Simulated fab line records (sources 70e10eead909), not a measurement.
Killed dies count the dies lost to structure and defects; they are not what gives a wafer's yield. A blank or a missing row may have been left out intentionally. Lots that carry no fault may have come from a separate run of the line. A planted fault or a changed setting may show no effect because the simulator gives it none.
A struck lot beside a sound one -- flow nand-harc -- 13 out of 1302 route steps
Sound: the wafers L721.3, L721.4, L721.5. The struck wafers were L720.2, L720.4, L720.6. At the end, the cause is stated.
Per side, at each step with rows, come the tool, then ch with its chambers, and then its first start. Under that, the readings that differ: sound wafers -- struck wafers -- difference of the means -- sigmas: that difference in standard deviations of wafers without a fault.
alike: readings whose means differ by less than 2 such deviations, and words and numbers that are the same on both sides. not compared: withheld readings, readings that some wafer has no value for, bounds like >300 that may hide the same value, and numbers for which the record gives no deviation and whose values overlap.
A row with sigmas, a row that says differs or no value, or rows on one side alone: a step with any of these is where the two part. Non-overlapping numbers with no deviation appear without sigmas and do not part them. Lack of a reading on every wafer of one side parts them only where that side has two or more wafers.

first, 2 steps without rows for these wafers: NHARC_A_STAIRCASE_SRD_154; NHARC_A_STAIRCASE_ETCH_403 (etches SiO2 in dHF, target depth 108.2 nm).
NHARC_A_STAIRCASE_ETCHBACK_422: etches the open film in CH3F/O2, target depth 40 nm, time 74.286 s.
  sound on rie-diel-01 ch 0,1,3, day 25 11:20; struck on rie-diel-10 ch 0,3, day 25 01:13
reading,sound,struck,difference,sigmas
oes-product-au (a.u.),0.98 1.03 1.02,0.93 0.93 0.93,-0.08,-2
  alike: ch3f-flow-sccm, chamber-pressure-mTorr, drypump-motor-current-A, rf-vpp-V, showerhead-plenum-p-Torr, throttle-valve-pct
  not compared: rf-hours-counter-h
then, 1 step without rows for these wafers: NHARC_A_STAIRCASE_ETCH_423 (etches SiO2 in dHF, target depth 30 nm).
NHARC_A_STAIRCASE_ETCHBACK_157: etches the open film in CH3F/O2, target depth 90 nm, time 167.14 s.
  sound on rie-diel-01 ch 1,2, day 25 11:44; struck on rie-diel-01 ch 1,2,3, day 25 01:35
  alike: ch3f-flow-sccm, chamber-pressure-mTorr, drypump-motor-current-A, oes-product-au, rf-vpp-V, showerhead-plenum-p-Torr, throttle-valve-pct
  not compared: rf-hours-counter-h
NHARC_A_STAIRCASE_STRIP_475: strips in O2, time 20 s.
  sound on rie-diel-01 ch 0,2; struck on rie-diel-01 ch 0,3
  alike: chamber-pressure-mTorr, drypump-motor-current-A, oes-product-au, rf-vpp-V, showerhead-plenum-p-Torr, throttle-valve-pct
  not compared: rf-hours-counter-h
NHARC_A_STAIRCASE_DEP_471: deposits SiO2, target thk 100 nm.
  sound on pecvd-01 ch 0,1,2, day 25 12:01; struck on pecvd-01 ch 1,2, day 25 01:55
  alike: chamber-pressure-Torr, flow-sccm, heater-power-w, throttle-valve-pct
NHARC_A_STAIRCASE_CMP_472: polishes SiO2.
  sound on cmp-02 ch 0,2,3, day 25 12:19; struck on cmp-02 ch 0,2, day 25 02:08
  alike: motor-current-A
then, 1 step without rows for these wafers: NHARC_A_STAIRCASE_SRD_474.
NHARC_A_STAIRCASE_INSPECT_155:
  struck on defect-inspect-02, day 25 02:28; sound on defect-inspect-01, day 25 12:38
  alike: raw-defect-count
NHARC_A_SGD_CUT_DEP_00: deposits SiNx, target thk 50 nm.
  sound on pecvd-02 ch 0,2, day 25 12:43; struck on pecvd-02 ch 1,2, day 25 02:32
  no value came back on the struck wafers for heater-power-outer-w (W), heater-power-w (W); on the sound wafers heater-power-outer-w (W) reads 409 434 423
then, 1 step without rows for these wafers: NHARC_A_SGD_CUT_DEHYDRATE_01 (time 120 s).
-- jump in the record: it breaks off in module A_SGD_CUT and resumes in module END (first step shown: number 1302 of the route), and 6 days separate the struck wafers' starts before and after --
NHARC_END_SORT_01:
  at this point the record logs the struck wafers (prober-02 ch 0, day 31 02:55) and has no rows for the sound ones

== WHERE THEY PART ==
First at NHARC_A_STAIRCASE_ETCHBACK_422; last, within this record, at NHARC_END_SORT_01.

WHY: the cause the simulator had injected
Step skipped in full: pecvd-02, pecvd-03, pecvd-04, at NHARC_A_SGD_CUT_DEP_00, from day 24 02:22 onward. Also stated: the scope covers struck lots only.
